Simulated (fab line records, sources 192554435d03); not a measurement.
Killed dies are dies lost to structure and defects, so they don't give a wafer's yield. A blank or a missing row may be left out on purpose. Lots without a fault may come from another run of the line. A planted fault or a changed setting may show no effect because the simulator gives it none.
fab line records | flow n5_finfet
record lots=6 wafers=18 last_day=15
route steps=1938 shown STI_FIN_REVEAL@203 DUMMY_GATE@212 BEOL_M4@1111
lots that met no fault: from a run of the same line without faults
start_h: hours from the record's first day to the start of the lot's first wafer shown | wait_h: hours since the lot's step before | " the same as in the row above | L1.1+2: a row that stands for several wafers | - no value, or no start given | * or withheld: withheld | < > ~ a bound
route shown NAME@n: a module of which the file shows steps, and the number in the route of the first | usual: mean/standard deviation of fault-free wafers | same: alike in all rows | chamber/n: place in a boat | sites: the reading at each site | _std_site: their standard deviation | _edge_site: outer sites' mean less inner sites' | radius_mm: how far each site lies from the wafer's centre | mask NAME#n: copy n | behind: the tool/chamber that last shaped the wafer | hold: why the lot was held/for how many hours/how that ended | device: the transistor (n, p or np) that didn't switch | end of line: the same wafers' tests at the end of the route | a step without rows: its recipe alone | killed: dies lost to structure and defects at the first sort, not the wafer's yield | map: a wafer's dies, x killed, . not, _ none there
set.NAME: the setting as run; set.NAME@STEP: as run at that earlier step | model.NAME: the simulator's own value behind a step, which no gauge read
lots at some steps of the route; a table a step, a row a wafer
services: from which hour (start_h, from the record's first day; less than 0 if before it) a tool's chamber was out of use, for how many hours, and why
## steps
# step N5_STI_FIN_REVEAL_SRD_21
# recipe dry=ipa_marangoni time_s=30 temp_c=23 rinse_liquid=diw
# step N5_STI_FIN_REVEAL_OXIDATION_33
# recipe chemistry=O2_PLASMA_REMOTE temp_c=150 time_s=20 pressure_mtorr=1000 source_power_w=2000 o2_flow_sccm=3000
# usual drypump_motor_current_A=5.56/0.18 heater_power_w=149/11 temp_c=150.02/0.14
# same time_s=20
# columns lot.wafer tool chamber start_h wait_h drypump_motor_current_A heater_power_w rf_hours_counter_h temp_c
L414.1 plasma_asher-01 1 48.21 0.0 5.76 167 84 150.02
L414.3 " 0 " " 5.45 137 - 149.92
L414.5 " 1 " " 5.74 169 - 149.87
L415.1 plasma_asher-02 1 55.44 0.0 5.77 143 36 150.15
L415.4 " 1 " " 5.75 144 - 150.03
L415.6 " 0 " " 5.35 148 - 149.99
L421.1 plasma_asher-01 1 90.43 0.0 5.72 166 93 150.06
L421.3 " 0 " " 5.40 139 - 149.96
L421.6 " 1 " " 5.75 166 - 149.96
L424.2 plasma_asher-01 0 111.71 0.0 5.39 140 97 149.95
L424.3 " 1 " " 5.76 167 - 150.15
L424.4 " 0 " " 5.37 137 - 150.08
L425.1 plasma_asher-02 1 115.12 0.0 5.74 148 47 149.96
L425.3 " 1 " " 5.73 146 - 149.92
L425.5 " 1 " " 5.76 142 - 150.05
L427.4 plasma_asher-02 0 127.55 0.0 5.37 149 - 150.10
L427.5 " 0 " " 5.38 144 - 150.09
L427.6 " 1 " " 5.75 142 - 150.17
# step N5_STI_FIN_REVEAL_CLEAN_19
# recipe chemistry=O3/DIW temp_c=25 time_s=120 o3_ppm=10
# step N5_STI_FIN_REVEAL_SRD_23
# recipe dry=ipa_marangoni time_s=30 temp_c=23 rinse_liquid=diw
# step N5_STI_FIN_REVEAL_CD_MEAS_22
# recipe target_cd_nm=6.238 pitch_nm=28 polarity=line
# usual cd_nm=6.27/0.26
# columns lot.wafer tool chamber start_h wait_h cd_nm
L414.1 cd_sem-02 - 48.37 0.0 6.41
L414.3 " - " " 6.67
L414.5 " - " " 6.69
L415.1 cd_sem-03 - 55.60 0.0 6.28
L415.4 " - " " 6.04
L415.6 " - " " 5.45
L421.1 cd_sem-03 - 90.59 0.0 6.73
L421.3 " - " " 6.22
L421.6 " - " " 6.23
L424.2 cd_sem-02 - 111.87 0.0 6.36
L424.3 " - " " 6.06
L424.4 " - " " 6.61
L425.1 cd_sem-02 - 115.29 0.0 6.66
L425.3 " - " " 6.44
L425.5 " - " " 6.07
L427.4 cd_sem-01 - 127.70 0.0 6.04
L427.5 " - " " 6.51
L427.6 " - " " 6.45
# step N5_STI_FIN_REVEAL_FIN_H_MEAS_10
# usual trench_depth_nm=51.9/0.76
# columns lot.wafer tool chamber start_h wait_h trench_depth_nm
L414.1 ocd-01 - 48.40 0.0 52.1
L414.3 " - " " 53.7
L414.5 " - " " 52.6
L415.1 ocd-02 - 55.63 0.0 52.4
L415.4 " - " " 53.2
L415.6 " - " " 52.7
L421.1 ocd-02 - 90.62 0.0 50.8
L421.3 " - " " 51.7
L421.6 " - " " 52.0
L424.2 ocd-02 - 111.90 0.0 51.8
L424.3 " - " " 51.8
L424.4 " - " " 51.0
L425.1 ocd-01 - 115.32 0.0 51.7
L425.3 " - " " 51.7
L425.5 " - " " 50.8
L427.4 ocd-02 - 127.73 0.0 52.9
L427.5 " - " " 52.5
L427.6 " - " " 52.2
# step N5_STI_FIN_REVEAL_PRECLEAN_18
# recipe chemistry=SC2 time_s=45 temp_c=35 mix=1:1:50
# step N5_STI_FIN_REVEAL_SRD_28
# recipe dry=ipa_marangoni time_s=30 temp_c=23 rinse_liquid=diw
# step N5_STI_FIN_REVEAL_INSPECT_13
# recipe inspect_instrument=darkfield mode=post_clean
# usual raw_defect_count=11/4.6
# columns lot.wafer tool chamber start_h wait_h raw_defect_count
L414.1 defect_inspect-02 - 48.49 0.0 7
L414.3 " - " " 2
L414.5 " - " " 9
L415.1 defect_inspect-02 - 55.72 0.0 7
L415.4 " - " " 10
L415.6 " - " " 9
L421.1 defect_inspect-02 - 90.71 0.0 9
L421.3 " - " " 17
L421.6 " - " " 5
L424.2 defect_inspect-01 - 111.99 0.0 13
L424.3 " - " " 15
L424.4 " - " " 8
L425.1 defect_inspect-01 - 115.41 0.0 12
L425.3 " - " " 12
L425.5 " - " " 8
L427.4 defect_inspect-02 - 127.81 0.0 9
L427.5 " - " " 8
L427.6 " - " " 8
# step N5_DUMMY_GATE_PRECLEAN_00
# recipe chemistry=O3/DIW time_s=60 temp_c=22 o3_ppm=10
# step N5_DUMMY_GATE_SRD_01
# recipe time_s=30 temp_c=23 rinse_liquid=diw dry=ipa_marangoni
# step N5_DUMMY_GATE_ALD_02
# recipe material=SiO2 target_thk_a=20 temp_c=300 ald_precursor_family=BDEAS ald_co_reactant=O2-plasma pulse_time_s=1 pressure_torr=2
# usual heater_power_w=486/48 precursor_pulse_height_rel=1.002/0.02 susceptor_temp_C=300.03/0.17
# columns lot.wafer tool chamber start_h wait_h heater_power_w precursor_pulse_height_rel susceptor_temp_C
L414.1 ald_sin-04 2 48.83 0.3 476 0.981 299.96
L414.3 " 0 " " 458 1.015 300.10
L414.5 " 2 " " 487 1.006 300.19
L415.1 ald_sin-04 3 55.91 0.1 378 0.984 300.01
L415.4 " 2 " " 509 0.976 300.16
L415.6 " 0 " " 469 1.035 300.16
L421.1 ald_sin-02 2 90.86 0.1 475 1.019 300.26
L421.3 " 0 " " 470 1.020 300.04
L421.6 " 1 " " 434 1.008 299.96
L424.2 ald_sin-02 2 112.17 0.1 471 1.003 299.87
L424.3 " 1 " " 438 1.042 299.98
L424.4 " 0 " " 462 1.046 300.18
L425.1 ald_sin-01 2 116.22 0.7 517 0.992 300.04
L425.3 " 3 " " 551 1.006 300.17
L425.5 " 3 " " 573 0.977 300.28
L427.4 ald_sin-02 3 127.91 0.0 551 1.011 299.82
L427.5 " 3 " " 550 1.008 299.70
L427.6 " 0 " " 453 1.006 300.26
# step N5_DUMMY_GATE_CVD_03
# recipe material=a-Si target_thk_a=1500 temp_c=530 precursor=SiH4 time_s=8042
# usual spike_tc_bottom_C=552.7/2.8 spike_tc_centre_C=531.1/0.58 spike_tc_lower_C=530.4/0.89 spike_tc_top_C=553.0/2.6 spike_tc_upper_C=530.2/1 susceptor_temp_C=529.99/0.2
# same time_s=8042
# columns lot.wafer tool chamber start_h wait_h spike_tc_bottom_C spike_tc_centre_C spike_tc_lower_C spike_tc_top_C spike_tc_upper_C susceptor_temp_C model.a-Si_of_DUMMY_GATE_CVD_03.thk_nm
L414.1 lpcvd-01 1/15 48.94 0.1 550.7 531.1 531.0 550.9 529.2 530.13 150.8
L414.3 " 1/25 " " 550.7 531.1 531.0 550.9 529.2 530.13 150.2
L414.5 " 1/34 " " 550.7 531.1 531.0 550.9 529.2 530.13 149.6
L415.1 lpcvd-01 1/40 56.02 0.1 550.0 530.6 531.5 550.8 529.3 530.04 151
L415.4 " 1/54 " " 550.0 530.6 531.5 550.8 529.3 530.04 152
L415.6 " 1/64 " " 550.0 530.6 531.5 550.8 529.3 530.04 150
L421.1 lpcvd-02 1/65 90.96 0.1 558.9 530.5 530.9 557.4 529.6 529.65 149
L421.3 " 1/75 " " 558.9 530.5 530.9 557.4 529.6 529.65 149.4
L421.6 " 1/89 " " 558.9 530.5 530.9 557.4 529.6 529.65 151.2
L424.2 lpcvd-02 1/95 112.28 0.1 542.9 514.4 514.6 542.1 513.7 513.95 95.2
L424.3 " 1/100 " " 542.9 514.4 514.6 542.1 513.7 513.95 95.2
L424.4 " 1/104 " " 542.9 514.4 514.6 542.1 513.7 513.95 96
L425.1 lpcvd-02 1/15 116.32 0.1 543.3 514.7 515.2 541.8 514.1 514.32 95
L425.3 " 1/25 " " 543.3 514.7 515.2 541.8 514.1 514.32 97
L425.5 " 1/34 " " 543.3 514.7 515.2 541.8 514.1 514.32 95.8
L427.4 lpcvd-01 1/29 128.01 0.1 551.2 530.3 530.9 551.2 530.3 530.13 151.2
L427.5 " 1/34 " " 551.2 530.3 530.9 551.2 530.3 530.13 151.8
L427.6 " 1/39 " " 551.2 530.3 530.9 551.2 530.3 530.13 151.8
# step N5_DUMMY_GATE_PRECLEAN_46
# recipe chemistry=DIW time_s=89.5 temp_c=23
# step N5_DUMMY_GATE_SRD_47
# recipe dry_time_s=32 dry=n2_spin spin_rpm=1500
# step N5_DUMMY_GATE_CMP_04
# recipe material=a-Si post_cmp_clean=alkaline_brush
# usual motor_current_A=10.2/1.2 time_to_endpoint_s=13.7/1.9
# columns lot.wafer tool chamber start_h wait_h motor_current_A time_to_endpoint_s
L414.1 cmp-02 3 52.71 0.1 10.0 12.1
L414.3 " 0 " " 9.9 10.1
L414.5 " 3 " " 10.7 11.2
L415.1 cmp-01 0 59.80 0.1 8.5 14.4
L415.4 " 2 " " 9.5 12.9
L415.6 " 3 " " 10.9 13.0
L421.1 cmp-01 2 96.54 0.0 9.5 12.3
L421.3 " 3 " " 10.8 15.0
L421.6 " 3 " " 11.2 13.0
L424.2 cmp-04 3 116.04 0.1 9.5 1.9
L424.3 " 0 " " 9.7 5.0
L424.4 " 1 " " 9.4 5.9
L425.3 cmp-02 2 120.06 0.0 11.7 4.0
L425.1 " 3 " " 10.3 5.3
L425.5 " 2 " " 12.0 2.4
L427.4 cmp-02 1 133.66 0.1 11.1 13.6
L427.6 " 2 " " 12.4 15.2
L427.5 " 3 " " 10.2 14.0
# step N5_BEOL_M4_RC_MEAS_101
# usual DIBL_N=36.5/1.4 DIBL_P=36.9/1.7 IOFF_N=0.163/0.023 IOFF_P=0.22/0.032 ION_N=673/9 ION_P=462/7.5 SS_N=71.6/0.54 SS_P=73.4/0.62 VT_N=249.8/2.8 VT_P=-250/3.5
# columns lot.wafer tool chamber start_h wait_h DIBL_N[mV/V] DIBL_P[mV/V] IOFF_N[nA/um] IOFF_P[nA/um] ION_N[uA/um] ION_P[uA/um] SS_N[mV/dec] SS_P[mV/dec] VT_N[mV] VT_P[mV]
L414.1 prober-02 0 182.40 0.0 37.6 37.2 0.176 0.26 679 470 72.2 73.9 249.2 -246
L414.3 " 0 " " 37.6 37.6 0.183 0.27 689 477 72.1 74.1 245.5 -243
L414.5 " 0 " " 37.1 37.0 0.169 0.27 670 468 71.8 73.5 247.0 -248
L415.1 prober-01 0 185.89 0.0 37.2 38.9 0.186 0.26 674 467 71.8 74.9 249.9 -246
L415.4 " 0 " " 37.2 39.2 0.184 0.26 680 470 71.3 74.1 250.4 -247
L415.6 " 0 " " 37.4 38.4 0.177 0.25 670 461 71.5 74.5 248.7 -246
L421.1 prober-02 0 215.92 0.0 36.6 39.1 0.176 0.22 669 454 71.5 73.7 249.1 -252
L421.3 " 0 " " 34.6 35.8 0.136 0.16 664 455 70.8 73.2 254.3 -255
L421.6 " 0 " " 34.4 36.0 0.128 0.16 662 450 71.2 72.7 254.2 -259
L427.4 prober-01 0 251.01 0.5 36.0 36.3 0.151 0.20 684 466 71.3 73.4 250.4 -251
L427.5 " 0 " " 37.1 37.4 0.179 0.22 689 470 71.8 73.4 247.2 -250
L427.6 " 0 " " 37.4 38.5 0.187 0.25 678 468 71.8 74.0 247.0 -248
## services
# columns tool chamber start_h hours kind
cmp-04 - 27.47 2.4 repair
cmp-01 - 34.52 5.7 pm
ald_sin-01 2 37.33 4.5 repair
cmp-04 - 45.71 4.0 pm
cmp-04 - 49.71 - consumable_replace:conditioner
cmp-04 - 49.71 - consumable_replace:pad
ald_sin-04 0 58.17 - calibration
plasma_asher-02 - 61.68 3.9 repair
cmp-01 - 69.00 8.9 pm
ald_sin-04 - 87.09 0.4 repair
cmp-01 - 90.16 0.3 repair
ald_sin-01 - 91.38 0.8 pm
ald_sin-04 - 103.29 4.3 pm
cmp-01 - 107.33 3.7 repair
cmp-04 - 111.68 2.5 repair
cmp-02 - 126.50 6.1 repair
## key
first_sign step=N5_DUMMY_GATE_CVD_03 reading=susceptor_temp_C direction=down sigmas=79 usual=* struck=*
effect step=N5_DUMMY_GATE_CVD_03 reading=spike_tc_centre_C direction=down sigmas=28 usual=531.1 struck=514.5
effect step=N5_DUMMY_GATE_CMP_04 reading=time_to_endpoint_s direction=down sigmas=5 usual=* struck=*
model_effect step=N5_DUMMY_GATE_CVD_03 value=a-Si_of_DUMMY_GATE_CVD_03.thk_nm without=151.5 struck=95.7
met_at N5_DUMMY_GATE_CVD_03
struck_wafers L424.2,L424.3,L424.4,L425.1,L425.3,L425.5
later_rows_left_out L424.2,L424.3,L424.4,L425.1,L425.3,L425.5
sort_left_out L424.2,L424.3,L424.4,L425.1,L425.3,L425.5
fault kind=process_parameter_drift tool=lpcvd-02 chamber=- onset_h=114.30 steps=N5_DUMMY_GATE_CVD_03 channel=temp_c offset=* shape=step end_h=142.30 acts_in=* stated=*
# sort_left_out: the simulated sort isn't trusted on such a fault, so these wafers' sort isn't shown, and their yield isn't known
# later_rows_left_out: the simulator's readings of these wafers behind a module that went badly wrong aren't trusted and aren't shown, but for the sort
